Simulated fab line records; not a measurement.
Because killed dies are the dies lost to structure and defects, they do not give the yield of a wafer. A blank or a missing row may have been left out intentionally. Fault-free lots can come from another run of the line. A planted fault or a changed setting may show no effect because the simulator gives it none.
What tool caused it? || flow nand harc || 15 lots with 42 wafers sampled at 4 steps, on a route of 1302 steps

WHAT THE GAUGES READ, wafer by wafer
The record holds no reading of a measuring or inspecting step that can be judged against a usual standard deviation.

TOOL THAT RAN EACH LOT (tool first, then ch and the chambers of the sampled wafers, then the start)
{"lot": "L177", "NHARC_P_GATE_RTA_80": "rtp anneal-02 ch 0, day 5 15:15", "NHARC_P_CONTACT_DESCUM_17": "rie diel-11 ch 0,2,3, day 5 17:41", "NHARC_P_CONTACT_ETCH_18": "rie diel-11 ch 1,3, day 5 18:10", "NHARC_P_CONTACT_CMP_24": "cmp-01 ch 0,2, day 5 20:20"}
{"lot": "L178", "NHARC_P_GATE_RTA_80": "rtp anneal-02 ch 0, day 6 04:11", "NHARC_P_CONTACT_DESCUM_17": "rie diel-11 ch 0,1, day 6 06:38", "NHARC_P_CONTACT_ETCH_18": "rie diel-11 ch 0,1,3, day 6 07:08", "NHARC_P_CONTACT_CMP_24": "cmp-04 ch 0,1, day 6 09:22"}
{"lot": "L179", "NHARC_P_GATE_RTA_80": "rtp anneal-01 ch 0, day 6 12:19", "NHARC_P_CONTACT_DESCUM_17": "rie diel-11 ch 0,2,3, day 6 14:48", "NHARC_P_CONTACT_ETCH_18": "rie diel-11 ch 0,1,3, day 6 15:17", "NHARC_P_CONTACT_CMP_24": "cmp-03 ch 1,2,3, day 6 17:30"}
{"lot": "L181", "NHARC_P_GATE_RTA_80": "rtp anneal-02 ch 0, day 7 11:02", "NHARC_P_CONTACT_DESCUM_17": "rie diel-01 ch 0,1,3, day 7 13:28", "NHARC_P_CONTACT_ETCH_18": "rie diel-01 ch 0,2, day 7 14:19", "NHARC_P_CONTACT_CMP_24": "cmp-04 ch 0,1,3, day 7 16:34"}
{"lot": "L183", "NHARC_P_GATE_RTA_80": "rtp anneal-02 ch 0, day 8 10:58", "NHARC_P_CONTACT_DESCUM_17": "rie diel-06 ch 0,2,3, day 8 13:22", "NHARC_P_CONTACT_ETCH_18": "rie diel-06 ch 0,2,3, day 8 13:59", "NHARC_P_CONTACT_CMP_24": "cmp-04 ch 0,2,3, day 8 16:13"}
{"lot": "L184", "NHARC_P_GATE_RTA_80": "rtp anneal-01 ch 0, day 8 18:24", "NHARC_P_CONTACT_DESCUM_17": "rie diel-06 ch 0,2, day 8 20:53", "NHARC_P_CONTACT_ETCH_18": "rie diel-06 ch 0,3, day 8 21:27", "NHARC_P_CONTACT_CMP_24": "cmp-01 ch 0,1, day 8 23:47"}
{"lot": "L185", "NHARC_P_GATE_RTA_80": "rtp anneal-02 ch 0, day 9 09:35", "NHARC_P_CONTACT_DESCUM_17": "rie diel-06 ch 0,2, day 9 11:56", "NHARC_P_CONTACT_ETCH_18": "rie diel-06 ch 2,3, day 9 12:26", "NHARC_P_CONTACT_CMP_24": "cmp-03 ch 0,3, day 9 14:34"}
{"lot": "L188", "NHARC_P_GATE_RTA_80": "rtp anneal-01 ch 0, day 10 13:20", "NHARC_P_CONTACT_DESCUM_17": "rie diel-06 ch 2,3, day 10 15:49", "NHARC_P_CONTACT_ETCH_18": "rie diel-06 ch 0, day 10 16:17", "NHARC_P_CONTACT_CMP_24": "cmp-04 ch 0,1, day 10 18:35"}
{"lot": "L193", "NHARC_P_GATE_RTA_80": "rtp anneal-01 ch 0, day 12 10:41", "NHARC_P_CONTACT_DESCUM_17": "rie diel-11 ch 2,3, day 12 13:01", "NHARC_P_CONTACT_ETCH_18": "rie diel-11 ch 0,2,3, day 12 13:32", "NHARC_P_CONTACT_CMP_24": "cmp-03 ch 0,1,2, day 12 16:16"}
{"lot": "L194", "NHARC_P_GATE_RTA_80": "rtp anneal-01 ch 0, day 12 20:16", "NHARC_P_CONTACT_DESCUM_17": "rie diel-11 ch 0,3, day 12 22:44", "NHARC_P_CONTACT_ETCH_18": "rie diel-11 ch 0,2, day 12 23:14", "NHARC_P_CONTACT_CMP_24": "cmp-01 ch 1,2,3, day 13 01:28"}
{"lot": "L196", "NHARC_P_GATE_RTA_80": "rtp anneal-01 ch 0, day 13 22:55", "NHARC_P_CONTACT_DESCUM_17": "rie diel-01 ch 0,2,3, day 14 01:14", "NHARC_P_CONTACT_ETCH_18": "rie diel-01 ch 0,1,3, day 14 01:44", "NHARC_P_CONTACT_CMP_24": "cmp-01 ch 0,2,3, day 14 03:56"}
{"lot": "L197", "NHARC_P_GATE_RTA_80": "rtp anneal-02 ch 0, day 14 09:21", "NHARC_P_CONTACT_DESCUM_17": "rie diel-01 ch 0,1,2, day 14 11:44", "NHARC_P_CONTACT_ETCH_18": "rie diel-01 ch 0,2,3, day 14 12:14", "NHARC_P_CONTACT_CMP_24": "cmp-01 ch 0,1,3, day 14 14:26"}
{"lot": "L198", "NHARC_P_GATE_RTA_80": "rtp anneal-01 ch 0, day 14 11:40", "NHARC_P_CONTACT_DESCUM_17": "rie diel-06 ch 0,1,3, day 14 13:58", "NHARC_P_CONTACT_ETCH_18": "rie diel-06 ch 1,2,3, day 14 14:26", "NHARC_P_CONTACT_CMP_24": "cmp-01 ch 0,1,2, day 14 16:38"}
{"lot": "L199", "NHARC_P_GATE_RTA_80": "rtp anneal-01 ch 0, day 15 04:47", "NHARC_P_CONTACT_DESCUM_17": "rie diel-01 ch 0,1,2, day 15 07:10", "NHARC_P_CONTACT_ETCH_18": "rie diel-01 ch 2,3, day 15 07:38", "NHARC_P_CONTACT_CMP_24": "cmp-04 ch 0,3, day 15 09:49"}
{"lot": "L200", "NHARC_P_GATE_RTA_80": "rtp anneal-01 ch 0, day 15 13:09", "NHARC_P_CONTACT_DESCUM_17": "rie diel-06 ch 0,1,2, day 15 15:34", "NHARC_P_CONTACT_ETCH_18": "rie diel-06 ch 0,1,2, day 15 16:03", "NHARC_P_CONTACT_CMP_24": "cmp-03 ch 0,3, day 15 18:13"}
- NHARC_P_GATE_RTA_80: time 30 s.
- NHARC_P_CONTACT_DESCUM_17: chemistry O2, time 3 s.
- NHARC_P_CONTACT_ETCH_18: etches the open film in C4F8/O2/Ar, target depth 481 nm, time 240.5 s.
- NHARC_P_CONTACT_CMP_24: polishes, t overpolish 30 s, target thk 200 nm.

WHAT THE TOOLS THEMSELVES READ (means of the sampled wafers that have a number; where no wafer has one, the mark that the record gives instead)
NHARC_P_GATE_RTA_80. Usual: wafer_temp_C_max reads 301.1 (standard deviation 0.41).
{"lot": "L177", "tool": "rtp anneal-02", "wafer_temp_C_max": 301.2, "flag": ""}
{"lot": "L178", "tool": "rtp anneal-02", "wafer_temp_C_max": 301.2, "flag": ""}
{"lot": "L179", "tool": "rtp anneal-01", "wafer_temp_C_max": 300.8, "flag": ""}
{"lot": "L181", "tool": "rtp anneal-02", "wafer_temp_C_max": 301.4, "flag": ""}
{"lot": "L183", "tool": "rtp anneal-02", "wafer_temp_C_max": 301.6, "flag": ""}
{"lot": "L184", "tool": "rtp anneal-01", "wafer_temp_C_max": 301.0, "flag": ""}
{"lot": "L185", "tool": "rtp anneal-02", "wafer_temp_C_max": 301.8, "flag": ""}
{"lot": "L188", "tool": "rtp anneal-01", "wafer_temp_C_max": 301.2, "flag": ""}
{"lot": "L193", "tool": "rtp anneal-01", "wafer_temp_C_max": 301.0, "flag": ""}
{"lot": "L194", "tool": "rtp anneal-01", "wafer_temp_C_max": 301.0, "flag": ""}
{"lot": "L196", "tool": "rtp anneal-01", "wafer_temp_C_max": 301.1, "flag": ""}
{"lot": "L197", "tool": "rtp anneal-02", "wafer_temp_C_max": 301.9, "flag": ""}
{"lot": "L198", "tool": "rtp anneal-01", "wafer_temp_C_max": 301.0, "flag": ""}
{"lot": "L199", "tool": "rtp anneal-01", "wafer_temp_C_max": 300.8, "flag": ""}
{"lot": "L200", "tool": "rtp anneal-01", "wafer_temp_C_max": 300.6, "flag": ""}

NHARC_P_CONTACT_DESCUM_17. Usual: drypump motor current A 5.9 A, standard deviation 0.4; oes product au 0.997 a.u., standard deviation 0.014; rf vpp V 57.8 V, standard deviation 0.89; showerhead plenum p Torr 1.92 Torr, standard deviation 0.086; throttle valve pct 11.312 %, standard deviation 0.008.
{"lot": "L177", "tool": "rie diel-11", "drypump motor current A (A)": 6.0, "oes product au (a.u.)": 0.997, "rf vpp V (V)": 57.0, "showerhead plenum p Torr (Torr)": 1.95, "throttle valve pct (%)": 11.307, "flag": ""}
{"lot": "L178", "tool": "rie diel-11", "drypump motor current A (A)": 6.1, "oes product au (a.u.)": 0.991, "rf vpp V (V)": 58.0, "showerhead plenum p Torr (Torr)": 1.83, "throttle valve pct (%)": 11.304, "flag": ""}
{"lot": "L179", "tool": "rie diel-11", "drypump motor current A (A)": 6.0, "oes product au (a.u.)": 0.989, "rf vpp V (V)": 58.3, "showerhead plenum p Torr (Torr)": 1.95, "throttle valve pct (%)": 11.307, "flag": ""}
{"lot": "L181", "tool": "rie diel-01", "drypump motor current A (A)": 5.7, "oes product au (a.u.)": 1.005, "rf vpp V (V)": 57.7, "showerhead plenum p Torr (Torr)": 1.89, "throttle valve pct (%)": 11.309, "flag": ""}
{"lot": "L183", "tool": "rie diel-06", "drypump motor current A (A)": 6.0, "oes product au (a.u.)": 0.995, "rf vpp V (V)": 57.7, "showerhead plenum p Torr (Torr)": 1.95, "throttle valve pct (%)": 11.309, "flag": ""}
{"lot": "L184", "tool": "rie diel-06", "drypump motor current A (A)": 5.7, "oes product au (a.u.)": 0.988, "rf vpp V (V)": 58.4, "showerhead plenum p Torr (Torr)": 1.99, "throttle valve pct (%)": 11.311, "flag": ""}
{"lot": "L185", "tool": "rie diel-06", "drypump motor current A (A)": 5.7, "oes product au (a.u.)": 0.984, "rf vpp V (V)": 58.5, "showerhead plenum p Torr (Torr)": 1.99, "throttle valve pct (%)": 11.322, "flag": ""}
{"lot": "L188", "tool": "rie diel-06", "drypump motor current A (A)": 6.1, "oes product au (a.u.)": 0.988, "rf vpp V (V)": 58.8, "showerhead plenum p Torr (Torr)": 1.94, "throttle valve pct (%)": 11.305, "flag": ""}
{"lot": "L193", "tool": "rie diel-11", "drypump motor current A (A)": 6.2, "oes product au (a.u.)": 0.987, "rf vpp V (V)": 58.2, "showerhead plenum p Torr (Torr)": 2.02, "throttle valve pct (%)": 11.318, "flag": ""}
{"lot": "L194", "tool": "rie diel-11", "drypump motor current A (A)": 5.7, "oes product au (a.u.)": 0.996, "rf vpp V (V)": 57.7, "showerhead plenum p Torr (Torr)": 1.95, "throttle valve pct (%)": 11.310, "flag": ""}
{"lot": "L196", "tool": "rie diel-01", "drypump motor current A (A)": 5.5, "oes product au (a.u.)": 0.997, "rf vpp V (V)": 57.5, "showerhead plenum p Torr (Torr)": 1.89, "throttle valve pct (%)": 11.308, "flag": ""}
{"lot": "L197", "tool": "rie diel-01", "drypump motor current A (A)": 5.8, "oes product au (a.u.)": 1.003, "rf vpp V (V)": 58.3, "showerhead plenum p Torr (Torr)": 1.91, "throttle valve pct (%)": 11.312, "flag": ""}
{"lot": "L198", "tool": "rie diel-06", "drypump motor current A (A)": 5.8, "oes product au (a.u.)": 0.995, "rf vpp V (V)": 57.8, "showerhead plenum p Torr (Torr)": 1.92, "throttle valve pct (%)": 11.309, "flag": ""}
{"lot": "L199", "tool": "rie diel-01", "drypump motor current A (A)": 5.8, "oes product au (a.u.)": 1.010, "rf vpp V (V)": 56.9, "showerhead plenum p Torr (Torr)": 1.91, "throttle valve pct (%)": 11.311, "flag": ""}
{"lot": "L200", "tool": "rie diel-06", "drypump motor current A (A)": 5.5, "oes product au (a.u.)": 1.001, "rf vpp V (V)": 59.1, "showerhead plenum p Torr (Torr)": 1.97, "throttle valve pct (%)": 11.316, "flag": ""}

NHARC_P_CONTACT_ETCH_18. Usual: oes product au 0.952 a.u., standard deviation 0.021; rf vpp V 979 V, standard deviation 5.8; run length s 261.7 s, standard deviation 0.38.
{"lot": "L177", "tool": "rie diel-11", "oes product au (a.u.)": 0.939, "rf vpp V (V)": 980, "run length s (s)": 261.6, "flag": ""}
{"lot": "L178", "tool": "rie diel-11", "oes product au (a.u.)": 0.961, "rf vpp V (V)": 976, "run length s (s)": 261.8, "flag": ""}
{"lot": "L179", "tool": "rie diel-11", "oes product au (a.u.)": 0.966, "rf vpp V (V)": 977, "run length s (s)": 261.8, "flag": ""}
{"lot": "L181", "tool": "rie diel-01", "oes product au (a.u.)": 0.932, "rf vpp V (V)": 973, "run length s (s)": 262.2, "flag": ""}
{"lot": "L183", "tool": "rie diel-06", "oes product au (a.u.)": 0.949, "rf vpp V (V)": 981, "run length s (s)": 261.4, "flag": ""}
{"lot": "L184", "tool": "rie diel-06", "oes product au (a.u.)": 0.923, "rf vpp V (V)": 980, "run length s (s)": 203.4, "flag": "OFF"}
{"lot": "L185", "tool": "rie diel-06", "oes product au (a.u.)": 0.952, "rf vpp V (V)": 980, "run length s (s)": 203.8, "flag": "OFF"}
{"lot": "L188", "tool": "rie diel-06", "oes product au (a.u.)": 0.967, "rf vpp V (V)": 980, "run length s (s)": 203.2, "flag": "OFF"}
{"lot": "L193", "tool": "rie diel-11", "oes product au (a.u.)": 0.964, "rf vpp V (V)": 981, "run length s (s)": 261.5, "flag": ""}
{"lot": "L194", "tool": "rie diel-11", "oes product au (a.u.)": 0.957, "rf vpp V (V)": 975, "run length s (s)": 261.8, "flag": ""}
{"lot": "L196", "tool": "rie diel-01", "oes product au (a.u.)": 0.920, "rf vpp V (V)": 977, "run length s (s)": 262.0, "flag": ""}
{"lot": "L197", "tool": "rie diel-01", "oes product au (a.u.)": 0.970, "rf vpp V (V)": 977, "run length s (s)": 261.7, "flag": ""}
{"lot": "L198", "tool": "rie diel-06", "oes product au (a.u.)": 0.960, "rf vpp V (V)": 980, "run length s (s)": 261.4, "flag": ""}
{"lot": "L199", "tool": "rie diel-01", "oes product au (a.u.)": 0.962, "rf vpp V (V)": 980, "run length s (s)": 261.7, "flag": ""}
{"lot": "L200", "tool": "rie diel-06", "oes product au (a.u.)": 0.959, "rf vpp V (V)": 982, "run length s (s)": 261.3, "flag": ""}

NHARC_P_CONTACT_CMP_24. Usual: motor current A 12.2 A, standard deviation 1.6; overpolish run s 30.001 s, standard deviation 0.0079; retaining ring pressure frac 1.000, standard deviation 0.0049; time to endpoint s 39 s, standard deviation 3.3.
{"lot": "L177", "tool": "cmp-01", "motor current A (A)": 10.1, "overpolish run s (s)": 30.001, "retaining ring pressure frac": 0.996, "time to endpoint s (s)": 37, "flag": ""}
{"lot": "L178", "tool": "cmp-04", "motor current A (A)": 13.4, "overpolish run s (s)": 30.003, "retaining ring pressure frac": 0.997, "time to endpoint s (s)": 39, "flag": ""}
{"lot": "L179", "tool": "cmp-03", "motor current A (A)": 12.9, "overpolish run s (s)": 29.998, "retaining ring pressure frac": 1.000, "time to endpoint s (s)": 36, "flag": ""}
{"lot": "L181", "tool": "cmp-04", "motor current A (A)": 13.0, "overpolish run s (s)": 30.009, "retaining ring pressure frac": 1.003, "time to endpoint s (s)": 38, "flag": ""}
{"lot": "L183", "tool": "cmp-04", "motor current A (A)": 12.4, "overpolish run s (s)": 29.994, "retaining ring pressure frac": 1.005, "time to endpoint s (s)": 44, "flag": ""}
{"lot": "L184", "tool": "cmp-01", "motor current A (A)": 11.8, "overpolish run s (s)": 29.999, "retaining ring pressure frac": 0.998, "time to endpoint s (s)": 39, "flag": ""}
{"lot": "L185", "tool": "cmp-03", "motor current A (A)": 12.1, "overpolish run s (s)": 30.005, "retaining ring pressure frac": 1.000, "time to endpoint s (s)": 38, "flag": ""}
{"lot": "L188", "tool": "cmp-04", "motor current A (A)": 13.6, "overpolish run s (s)": 29.996, "retaining ring pressure frac": 1.000, "time to endpoint s (s)": 38, "flag": ""}
{"lot": "L193", "tool": "cmp-03", "motor current A (A)": 13.6, "overpolish run s (s)": 30.002, "retaining ring pressure frac": 1.003, "time to endpoint s (s)": 42, "flag": ""}
{"lot": "L194", "tool": "cmp-01", "motor current A (A)": 11.7, "overpolish run s (s)": 30.004, "retaining ring pressure frac": 0.998, "time to endpoint s (s)": 41, "flag": ""}
{"lot": "L196", "tool": "cmp-01", "motor current A (A)": 10.4, "overpolish run s (s)": 30.001, "retaining ring pressure frac": 1.004, "time to endpoint s (s)": 41, "flag": ""}
{"lot": "L197", "tool": "cmp-01", "motor current A (A)": 11.6, "overpolish run s (s)": 30.000, "retaining ring pressure frac": 0.999, "time to endpoint s (s)": 39, "flag": ""}
{"lot": "L198", "tool": "cmp-01", "motor current A (A)": 11.4, "overpolish run s (s)": 30.000, "retaining ring pressure frac": 1.005, "time to endpoint s (s)": 45, "flag": ""}
{"lot": "L199", "tool": "cmp-04", "motor current A (A)": 11.9, "overpolish run s (s)": 29.996, "retaining ring pressure frac": 1.000, "time to endpoint s (s)": 38, "flag": ""}
{"lot": "L200", "tool": "cmp-03", "motor current A (A)": 12.0, "overpolish run s (s)": 29.994, "retaining ring pressure frac": 1.001, "time to endpoint s (s)": 39, "flag": ""}

THE ANSWER, worked out from the rows above alone
Rule: take the mean of a lot's wafers that have a number; if it is more than 3 standard deviations from the usual mean, the lot is off. Also off: a lot with no number at a reading for which 4 or more lots have one. Where the step has rows for the other lots, those lots are counted as sound. The gauges are gone through in route order, then the tools' own readings, and for those a lot's mean is taken as printed above. The first step at which some lot is off is used, and at that step the reading that is off furthest; a lot without a number counts as furthest.
Off, at NHARC_P_CONTACT_ETCH_18 on run length s: L184, L185, L188.
A tool fits if, at that step or a process step before it, it ran every lot that is off, and no sound lot after the first of them. Not one of the candidates tried fits.

WHAT WAS PUT IN BY THE SIMULATOR
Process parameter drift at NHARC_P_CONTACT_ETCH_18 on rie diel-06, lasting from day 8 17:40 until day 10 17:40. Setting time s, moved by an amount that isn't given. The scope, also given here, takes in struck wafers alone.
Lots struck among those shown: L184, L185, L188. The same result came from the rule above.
